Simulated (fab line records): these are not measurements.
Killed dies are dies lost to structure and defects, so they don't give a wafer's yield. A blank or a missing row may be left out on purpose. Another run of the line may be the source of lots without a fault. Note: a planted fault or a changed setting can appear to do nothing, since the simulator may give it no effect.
fab line records    flow nand-harc
record: lots: 13  wafers: 39  last-day: 34
route steps=1302 shown A_ZERO_WELL@405 A_SOURCE_PLATE@420 A_ONON_D1@440 END@1302
lots that met no fault: taken from a fault-free run of the same line
start-h: hours from the record's first day to the start of the lot's first wafer shown    wait-h: how many hours have passed since the lot's step before this one    " identical to the entry in the row above    L1.1+2: a single row standing in for several wafers    - either no value or no given start    * or withheld: withheld    < > ~ a bound
route shown NAME@n: a module of which the file shows steps, and the number in the route of the first    usual: average and standard deviation across the fault-free wafers    same: alike in all rows    chamber/n: place in a boat    sites: each site's reading    _std_site: the values' standard deviation    _edge_site: outer sites' mean less inner sites'    radius-mm: for every site, how far away it sits from the centre of the wafer    mask NAME#n: copy n    behind: the last tool/chamber to shape the wafer    hold: reason for holding the lot/hours on hold/outcome of the hold    device: transistor that didn't switch, given as n, p or np    end of line: at the end of the route, the tests of the same wafers    a step without rows: its recipe alone    killed: not the wafer's yield, but the dies lost to structure and defects at the first sort    map: a wafer's dies, x killed, . not, _ none there
set.NAME: setting as actually run; set.NAME@STEP: the setting as run at that earlier step    model.NAME: the simulator's own value behind a step, which no gauge read
route steps across a sampled set of lots; one table per step, one row per wafer
services: a tool's chamber out of use, with start hour (start-h, from the record's first day; less than 0 if before it), hours out, and reason
== steps ==
step: NHARC_A_ZERO_WELL_ETCH_13
recipe: target-depth-a: 1200  time-s: 40.1  hbr-flow-sccm: 150  cl2-flow-sccm: 50  rf-w: 400  icp-w: 400  bias-w: 100  chemistry: HBr/Cl2
usual: bias-w: 100.02/0.28  drypump-motor-current-A: 5.6/0.45  oes-product-au: 1.002/0.0075  rf-fwd-power-W: 395.0/2.1  throttle-valve-pct: 26.405/0.0089
lot.wafer  tool       chamber  start-h  wait-h  bias-w  drypump-motor-current-A  oes-product-au  rf-fwd-power-W  rf-hours-counter-h  throttle-valve-pct
L541.4     rie-si-02  3        143.33   -       100.59  6.0                      1.005           397.2           0.2                 26.422
L541.3     "          0        "        "       100.11  5.5                      0.996           398.5           0.2                 26.406
L541.6     "          1        "        "       100.02  6.4                      1.008           395.2           -                   26.403
L542.2     rie-si-02  2        146.80   -       100.13  5.3                      1.000           392.4           0.2                 26.414
L542.1     "          0        "        "       99.81   5.5                      1.008           395.9           0.2                 26.424
L542.4     "          1        "        "       100.35  6.4                      1.011           397.4           0.3                 26.409
L543.4     rie-si-04  3        154.15   -       100.24  5.7                      1.000           396.7           0.9                 26.403
L543.1     "          0        "        "       99.64   6.3                      0.990           392.7           1.0                 26.409
L543.6     "          2        "        "       99.94   5.2                      0.995           397.3           -                   26.404
L544.3     rie-si-02  0        172.42   -       99.85   5.5                      0.992           396.9           0.4                 26.400
L544.1     "          2        "        "       99.82   5.3                      1.007           394.5           0.4                 26.415
L544.5     "          3        "        "       99.73   6.0                      1.001           397.0           -                   26.403
L546.4     rie-si-03  1        191.26   -       100.18  5.8                      1.011           399.2           1.0                 26.408
L546.1     "          3        "        "       100.25  5.6                      1.011           392.8           0.8                 26.407
L546.5     "          1        "        "       100.15  5.8                      1.008           396.5           -                   26.397
L548.2     rie-si-04  1        215.68   -       99.99   5.3                      1.011           394.4           0.2                 26.417
L548.6     "          3        "        "       99.75   5.7                      0.993           394.3           -                   26.423
L548.5     "          0        "        "       100.00  6.3                      0.998           393.9           -                   26.415
L550.2     rie-si-04  2        228.87   -       100.42  5.2                      0.993           396.5           0.3                 26.406
L550.1     "          3        "        "       100.37  5.7                      1.000           394.8           0.4                 26.411
L550.6     "          2        "        "       100.49  5.2                      0.995           395.0           -                   26.394
L551.3     rie-si-03  3        234.98   -       100.36  5.5                      1.001           392.9           0.0                 26.404
L551.1     "          1        "        "       99.98   5.8                      1.001           395.3           0.0                 26.402
L551.6     "          0        "        "       100.59  5.0                      1.010           396.4           -                   26.398
L558.4     rie-si-03  3        312.36   -       99.96   5.5                      1.000           396.7           0.4                 26.403
L558.2     "          1        "        "       99.91   5.8                      1.000           397.1           0.5                 26.406
L558.5     "          3        "        "       99.63   5.6                      1.002           393.3           -                   26.410
L559.1     rie-si-03  2        317.62   -       99.77   4.9                      1.006           394.3           0.5                 26.407
L559.3     "          3        "        "       100.02  5.5                      1.006           393.5           0.4                 26.398
L559.6     "          1        "        "       100.11  5.8                      1.002           396.2           -                   26.396
L560.1     rie-si-04  3        332.91   -       99.60   5.7                      1.008           397.4           1.1                 26.401
L560.4     "          0        "        "       100.09  6.3                      0.996           392.5           1.0                 26.418
L560.6     "          2        "        "       100.06  5.2                      1.013           396.1           -                   26.399
L562.1     rie-si-02  1        346.01   -       100.18  6.4                      1.000           397.6           0.5                 26.400
L562.3     "          2        "        "       100.31  5.3                      0.992           393.5           0.5                 26.396
L562.5     "          2        "        "       99.82   5.3                      1.000           392.7           -                   26.406
L564.1     rie-si-03  1        365.93   -       99.56   5.8                      1.018           395.7           0.9                 26.400
L564.4     "          0        "        "       99.92   5.0                      1.003           395.0           0.7                 26.401
L564.5     "          2        "        "       99.96   4.9                      1.013           391.6           -                   26.407
step: NHARC_A_ZERO_WELL_INSPECT_17
usual: raw-defect-count: 10/5.2
lot.wafer  tool               chamber  start-h  wait-h  raw-defect-count
L541.3     defect-inspect-01  -        144.45   0.1     22
L541.4     "                  -        "        "       18
L541.6     "                  -        "        "       19
L542.1     defect-inspect-01  -        147.91   0.2     6
L542.2     "                  -        "        "       10
L542.4     "                  -        "        "       13
L543.1     defect-inspect-02  -        155.77   0.2     3
L543.4     "                  -        "        "       18
L543.6     "                  -        "        "       12
L544.1     defect-inspect-01  -        173.53   0.2     4
L544.3     "                  -        "        "       1
L544.5     "                  -        "        "       10
L546.1     defect-inspect-02  -        192.35   0.2     7
L546.4     "                  -        "        "       16
L546.5     "                  -        "        "       6
L548.2     defect-inspect-02  -        216.76   0.1     16
L548.5     "                  -        "        "       13
L548.6     "                  -        "        "       9
L550.1     defect-inspect-02  -        229.97   0.2     15
L550.2     "                  -        "        "       9
L550.6     "                  -        "        "       4
L551.1     defect-inspect-01  -        236.09   0.2     1
L551.3     "                  -        "        "       5
L551.6     "                  -        "        "       4
L558.2     defect-inspect-02  -        313.60   0.1     10
L558.4     "                  -        "        "       6
L558.5     "                  -        "        "       15
L559.1     defect-inspect-01  -        318.74   0.2     25
L559.3     "                  -        "        "       13
L559.6     "                  -        "        "       13
L560.1     defect-inspect-01  -        334.04   0.2     6
L560.4     "                  -        "        "       7
L560.6     "                  -        "        "       7
L562.1     defect-inspect-01  -        347.11   0.2     8
L562.3     "                  -        "        "       7
L562.5     "                  -        "        "       10
L564.1     defect-inspect-01  -        367.21   0.2     10
L564.4     "                  -        "        "       9
L564.5     "                  -        "        "       13
step: NHARC_A_SOURCE_PLATE_THK_MEAS_06
recipe: thk-meas-gauge: ellipsometry
usual: thk-nm: 200.0/1.9
lot.wafer  tool           chamber  start-h  wait-h  thk-nm
L542.1     film-metro-01  -        166.08   0.4     200.9
L542.2     "              -        "        "       199.6
L542.4     "              -        "        "       200.3
L541.3     film-metro-02  -        166.08   0.4     199.7
L541.4     "              -        "        "       198.0
L541.6     "              -        "        "       199.8
L543.1     film-metro-02  -        176.21   0.4     200.6
L543.4     "              -        "        "       201.5
L543.6     "              -        "        "       202.5
L544.1     film-metro-01  -        194.45   0.4     199.3
L544.3     "              -        "        "       200.3
L544.5     "              -        "        "       198.2
L546.1     film-metro-01  -        215.27   0.4     197.0
L546.4     "              -        "        "       201.0
L546.5     "              -        "        "       199.2
L548.2     film-metro-01  -        240.69   0.4     200.9
L548.5     "              -        "        "       199.6
L548.6     "              -        "        "       199.4
L550.1     film-metro-02  -        251.23   0.4     197.3
L550.2     "              -        "        "       200.6
L550.6     "              -        "        "       198.1
L551.1     film-metro-02  -        256.58   0.4     202.8
L551.3     "              -        "        "       199.4
L551.6     "              -        "        "       200.3
L558.2     film-metro-01  -        333.49   0.4     199.5
L558.4     "              -        "        "       198.5
L558.5     "              -        "        "       200.3
L559.1     film-metro-02  -        344.00   0.4     202.3
L559.3     "              -        "        "       198.7
L559.6     "              -        "        "       199.7
L560.1     film-metro-01  -        357.90   0.4     198.9
L560.4     "              -        "        "       198.9
L560.6     "              -        "        "       197.4
L562.1     film-metro-02  -        370.08   0.4     195.8
L562.3     "              -        "        "       197.8
L562.5     "              -        "        "       200.5
L564.1     film-metro-02  -        388.90   0.4     198.3
L564.4     "              -        "        "       198.8
L564.5     "              -        "        "       197.9
step: NHARC_A_ONON_D1_DEP_22
recipe: target-thk-a: 10000  n2-flow-sccm: 2750  n2o-flow-sccm: 2000  nh3-flow-sccm: 500  sih4-flow-sccm: 210  temp-c: 400
lot.wafer   tool           chamber  start-h  wait-h
L542.1+2+4  pecvd-onon-02  0        177.75   0.1
L541.3+4+6  pecvd-onon-04  0        177.87   0.2
L543.1+4+6  pecvd-onon-04  0        190.82   0.1
L544.1+3+5  pecvd-onon-02  0        205.60   0.1
L546.1+4+5  pecvd-onon-02  0        226.79   0.1
L548.2+5+6  pecvd-onon-02  0        252.14   0.1
L550.1+2+6  pecvd-onon-01  0        262.72   0.1
L551.1+3+6  pecvd-onon-04  0        267.96   0.1
L558.2+4+5  pecvd-onon-02  0        348.15   0.1
L559.1+3+6  pecvd-onon-02  0        359.34   0.1
L560.1+4+6  pecvd-onon-01  0        372.49   0.2
L562.1+3+5  pecvd-onon-04  0        382.08   0.1
L564.1+4+5  pecvd-onon-04  0        400.26   0.1
step: NHARC_A_ONON_D1_THK_MEAS_24
recipe: thk-meas-gauge: ellipsometry
usual: thk-nm: 997/10
lot.wafer  tool           chamber  start-h  wait-h  thk-nm
L542.1     film-metro-01  -        178.25   -       1003
L542.2     "              -        "        "       1001
L542.4     "              -        "        "       1003
L541.3     film-metro-02  -        178.27   -       982
L541.4     "              -        "        "       982
L541.6     "              -        "        "       982
L543.1     film-metro-02  -        191.32   -       998
L543.4     "              -        "        "       999
L543.6     "              -        "        "       1000
L544.1     film-metro-01  -        206.10   -       1013
L544.3     "              -        "        "       1012
L544.5     "              -        "        "       1012
L546.1     film-metro-01  -        227.30   -       995
L546.4     "              -        "        "       998
L546.5     "              -        "        "       995
L548.2     film-metro-02  -        252.59   -       981
L548.5     "              -        "        "       982
L548.6     "              -        "        "       983
L550.1     film-metro-02  -        263.23   -       1004
L550.2     "              -        "        "       1003
L550.6     "              -        "        "       1002
L551.1     film-metro-01  -        268.47   -       1000
L551.3     "              -        "        "       1000
L551.6     "              -        "        "       999
L558.2     film-metro-02  -        348.60   -       1000
L558.4     "              -        "        "       1002
L558.5     "              -        "        "       687
L559.1     film-metro-02  -        359.85   -       1009
L559.3     "              -        "        "       690
L559.6     "              -        "        "       690
L560.1     film-metro-01  -        373.00   -       998
L560.4     "              -        "        "       995
L560.6     "              -        "        "       997
L562.1     film-metro-01  -        382.59   -       1013
L562.3     "              -        "        "       1011
L562.5     "              -        "        "       1011
L564.1     film-metro-02  -        400.77   -       986
L564.4     "              -        "        "       989
L564.5     "              -        "        "       989
step: NHARC_END_SORT_01
recipe: temp-c: 25
usual: killed-at-array: 53/21  killed-at-other: 1.0/1.3  killed-at-periphery: 3.8/2.4  killed-dies: 58/21  killed-open: 3.4/1.9  killed-short: 2.4/1.5
same: gross-dies: 677
lot.wafer  tool       chamber  start-h  wait-h  killed-at-array  killed-at-other  killed-at-periphery  killed-dies  killed-open  killed-short
L558.2     prober-01  0        743.51   2.8     26               3                3                    32           2            3
L558.4     prober-01  0        745.10   3.4     34               1                3                    38           2            3
L558.5     prober-01  0        745.90   3.7     671              3                3                    677          2            3
L559.1     prober-01  0        751.42   2.5     67               5                4                    76           2            5
L559.3     prober-01  0        753.01   3.1     677              0                0                    677          1            3
L559.6     prober-01  0        755.40   4.0     676              0                1                    677          1            0
killed by level:class
L558.2 A_CHANNEL_HOLE_D1:chamber-film-flake=15 P_GATE:chamber-film-flake=3 A_SLIT:chamber-film-flake=3 THIN_TSV:chamber-film-flake=3 A_STAIRCASE:chamber-film-flake=2 A_CHANNEL_HOLE_D1:geometric-particle:short=1 A_WL_FILL:geometric-particle:short=1 A_CONTACT:geometric-particle:open=1
L558.4 A_CHANNEL_HOLE_D1:chamber-film-flake=17 A_SLIT:chamber-film-flake=7 A_CHANNEL_FILL_D2:chamber-film-flake=3 P_GATE:chamber-film-flake=2 P_CONTACT:geometric-particle:short=1 A_ONON_D1:geometric-particle:short=1 A_CHANNEL_FILL_D1:geometric-particle:short=1 A_CONTACT:geometric-particle:open=1
L558.5 A_ONON_D1:area-dep=613 A_CHANNEL_HOLE_D1:chamber-film-flake=40 A_STAIRCASE:chamber-film-flake=3 A_SLIT:chamber-film-flake=3 A_WL_FILL:chamber-film-flake=3 THIN_TSV:chamber-film-flake=3 P_GATE:chamber-film-flake=2 A_CHANNEL_FILL_D2:chamber-film-flake=2
L559.1 A_CHANNEL_HOLE_D1:chamber-film-flake=27 A_SLIT:chamber-film-flake=20 A_STAIRCASE:chamber-film-flake=5 A_CONTACT:chamber-film-flake=5 THIN_TSV:chamber-film-flake=5 A_CHANNEL_FILL_D1:chamber-film-flake=2 P_STI:geometric-particle:open=1 P_STI:geometric-particle:short=1
L559.3 A_ONON_D1:area-dep=590 A_CHANNEL_HOLE_D1:chamber-film-flake=44 A_SLIT:chamber-film-flake=24 A_CONTACT:chamber-film-flake=8 A_STAIRCASE:chamber-film-flake=4 A_ONON_D1:geometric-particle:short=1 A_CHANNEL_HOLE_D2:geometric-particle:short=1 A_WL_FILL:geometric-particle:short=1
L559.6 A_ONON_D1:area-dep=605 A_CHANNEL_HOLE_D1:chamber-film-flake=33 A_SLIT:chamber-film-flake=23 A_CONTACT:chamber-film-flake=4 A_STAIRCASE:chamber-film-flake=3 A_CHANNEL_FILL_D1:chamber-film-flake=2 A_CHANNEL_HOLE_D2:chamber-film-flake=2 A_CONTACT:geometric-particle:open=1
== services ==
tool           chamber  start-h  hours  kind
rie-si-04      0        126.99   5.7    repair
pecvd-onon-04  -        130.00   13.0   pm
rie-si-04      -        165.00   9.0    pm
pecvd-onon-02  -        185.03   13.0   pm
rie-si-04      1        203.53   6.5    repair
pecvd-onon-01  -        217.97   4.4    repair
rie-si-03      -        221.01   9.0    pm
rie-si-03      0        221.01   9.0    vent-cycle
rie-si-03      1        221.01   9.0    vent-cycle
rie-si-03      2        221.01   9.0    vent-cycle
pecvd-onon-04  -        235.01   6.0    repair
rie-si-04      0        247.92   3.3    repair
pecvd-onon-01  -        269.95   13.0   pm
rie-si-02      -        277.00   9.0    pm
rie-si-03      0        287.53   8.5    repair
pecvd-onon-04  -        311.12   13.0   pm
rie-si-04      -        331.04   0.3    repair
rie-si-04      -        342.00   9.0    pm
rie-si-03      3        349.81   7.1    repair
rie-si-04      -        362.76   0.3    repair
pecvd-onon-02  -        366.03   13.0   pm
rie-si-04      1        372.82   1.8    repair
rie-si-02      -        394.50   13.8   repair
rie-si-03      -        398.01   9.0    pm
== key ==
first-sign: step: NHARC_A_ONON_D1_THK_MEAS_24  reading: thk-nm  direction: down  sigmas: 30  usual: 997  struck: 689
effect: step: NHARC_END_SORT_01  reading: killed-at-array  direction: up  sigmas: 30  usual: 53  struck: 675
more-kills-born-at: NHARC_A_ONON_D1_DEP_22@pecvd-onon-02: 1808
met-at NHARC_A_ONON_D1_DEP_22
struck-lots L558,L559
struck-wafers L558.5,L559.3,L559.6
later-rows-left-out L558.5,L559.3,L559.6
tester-left-out L558,L559
not-acting-at NHARC_A_ZERO_WELL_ETCH_13,NHARC_A_ZERO_WELL_INSPECT_17,NHARC_A_SOURCE_PLATE_THK_MEAS_06
onset-between 252.14 348.15
fault: kind: process-parameter-drift  tool: pecvd-onon-02  chamber: -  onset-h: 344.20  steps: NHARC_A_ONON_D1_DEP_22  channel: target-thk-a  offset: *  shape: step  end-h: 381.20  scope: struck-wafers-only  acts-in: *  stated: *
tester-left-out: of these lots the tester's yield and bins aren't shown, on N5 and GAA mostly nor the transistor test; their killed dies are dies lost to structure and defects alone, not to doping, threshold or leakage, so they don't give the yield
later-rows-left-out: the simulator's readings of these wafers behind a module that went badly wrong aren't trusted and aren't shown, but for the sort
